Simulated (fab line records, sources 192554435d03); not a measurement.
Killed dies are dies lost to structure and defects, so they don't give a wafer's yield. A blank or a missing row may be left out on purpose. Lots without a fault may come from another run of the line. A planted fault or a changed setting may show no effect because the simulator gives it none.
A struck lot beside a sound one | flow n5_finfet | 13 steps out of a route of 1938
Sound: wafers L103.1, L103.5, L103.6. Struck: wafer L115.6. (L115.3 of the same lot was not struck and is left out.) The cause comes at the end.
At each step with rows: each side's tool, then ch and its chambers, then its first start. Under that, the readings that differ: sound wafers | struck wafers | difference of the means | sigmas: that difference in standard deviations of wafers without a fault.
alike: readings whose means differ by less than 2 such deviations, and words and numbers that are the same on both sides. not compared: withheld readings, readings that some wafer has no value for, bounds like >300 that may hide the same value, and numbers for which the record gives no deviation and whose values overlap.
The two part at a step that has a row with sigmas, a row that says differs or no value, or rows on one side only. Numbers that don't overlap but have no deviation are shown without sigmas and don't part them. A reading that every wafer of one side lacks parts them only if that side has two wafers or more.

first, 9 steps without rows for these wafers: N5_SDB_DESCUM_16 (chemistry O2, time 7.9 s); N5_SDB_ETCH_17 (etches SiARC in CF4, target depth 23.4 nm, time 39 s); N5_SDB_ETCH_18 (etches SOC in N2/H2, target depth 100 nm, overetch 20 nm, time 150 s); N5_SDB_STRIP_19 (strips in N2/H2); N5_SDB_STRIP_21 (strips in CF4); N5_SDB_HM_OPEN_20 (chemistry CH3F/O2, target SiNx, stops on poly-Si, target depth 24 nm); N5_SDB_STRIP_22 (strips in N2/H2); N5_SDB_PRECLEAN_23 (cleans in dHF, time 30 s); N5_SDB_DUMMY_REMOVE_24 (chemistry TMAH, target poly-Si, stops on SiO2, target depth 142 nm, time 57 s, rinse time 30 s).
N5_SDB_ETCH_25: etches SiO2 in C4F6/O2, target depth 10 nm, time 3.3 s.
  sound on rie_diel-03 ch 0,1, day 4 07:20; struck on rie_diel-03 ch 1, day 7 07:07
  reading                  | sound             | struck | difference | sigmas
  oes_ar_750_au (a.u.)     | 0.70 0.70 0.72    | 0.92   | +0.21      | +2
  oes_f_703_au (a.u.)      | 0.68 0.68 0.73    | 0.94   | +0.24      | +3
  oes_o_777_au (a.u.)      | 0.69 0.69 0.74    | 0.94   | +0.23      | +2
  oes_product_au (a.u.)    | 0.71 0.71 0.69    | 0.91   | +0.21      | +2
  throttle_valve_pct (%)   | 21.42 21.42 21.13 | 20.75  | -0.57      | -3
  model.etch.depth_nm (nm) | 10.19 10.1 9.877  | 8.46   | -1.60      |
  alike: drypump_motor_current_A, rf_vpp_V, showerhead_plenum_p_Torr
  not compared: rf_hours_counter_h
then, 1 step without rows for these wafers: N5_SDB_CUT_ETCH_26 (etches Si in HBr/Cl2/O2, target depth 129.6 nm, bt time 20 s, time 51.8 s).
-- the record jumps here: 5 days lie between the struck wafers' starts before and after (it left off in module SDB and takes up again in module BEOL_M4, whose first step shown is number 1111 of the route) --
N5_BEOL_M4_RC_MEAS_101:
  sound on prober-02 ch 0, day 8 05:14; struck on prober-01 ch 0, day 12 17:08
  reading       | sound          | struck | difference | sigmas
  SS_N (mV/dec) | 71.6 71.6 70.9 | 73.3   | +1.9       | +3
  alike: DIBL_N, DIBL_P, IOFF_N, IOFF_P, ION_N, ION_P, SS_P, VT_N, VT_P
then, 1 step without rows for these wafers: N5_PASSIVATION_PROBE_49.

WHERE THEY PART
First at N5_SDB_ETCH_25; last, within this record, at N5_BEOL_M4_RC_MEAS_101.

WHY: what the simulator had put in
Process parameter drift: rie_diel-03, from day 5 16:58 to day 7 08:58, at N5_SDB_ETCH_25. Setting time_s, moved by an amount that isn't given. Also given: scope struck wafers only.
